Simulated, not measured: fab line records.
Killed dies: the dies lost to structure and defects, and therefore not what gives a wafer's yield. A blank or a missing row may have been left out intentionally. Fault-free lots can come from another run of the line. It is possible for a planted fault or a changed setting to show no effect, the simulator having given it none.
Matching of chambers ; flow nand-harc ; pecvd-02 running NHARC_P_M1_DEP_33: 3 sister chambers
The step deposits SiCN, target thk 30 nm. 6 wafers are shown with their chamber, then 9 later ones without.

WAFERS PAIRED WITH THEIR CHAMBERS
wafer;chamber;heater-power-w (W)
L922.1;0;716
L921.1;0;671
L921.6;1;423
L924.1;2;491
L924.4;1;473
L924.5;2;486

WAFERS WITH NO CHAMBER GIVEN
wafer;heater-power-w (W)
L926.1;419
L926.4;455
L926.6;568
L932.1;658
L932.2;536
L932.6;502
L933.3;493
L933.4;453
L933.6;659

CHAMBER TAKEN BY EACH
wafer;from the rows above;in truth
L926.1;can't be placed: 1 or 2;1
L926.4;can't be placed: 1 or 2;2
L926.6;can't be placed: 2 or 1 or 0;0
L932.1;0;0
L932.2;can't be placed: 2 or 1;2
L932.6;can't be placed: 2 or 1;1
L933.3;can't be placed: 2 or 1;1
L933.4;can't be placed: 1 or 2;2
L933.6;0;0
2 of 9 placed correctly. These rows do not allow placing 7 (true chamber among the candidates in 7). Placed wrongly: 0.
How it was worked out, from the rows above alone: a wafer's distance from a chamber is the root of the sum, over the readings, of the square of ((its reading less the chamber's mean) divided by the reading's scatter). If the next closest chamber is less than 2 further off than the closest, the wafer can't be placed; otherwise it belongs to the closest. Each chamber's mean is taken over the wafers shown for it. How the scatter is found: for the shown wafers, subtract from each reading the mean of its chamber, square and add these, divide the total by (wafers less chambers), then take the root.
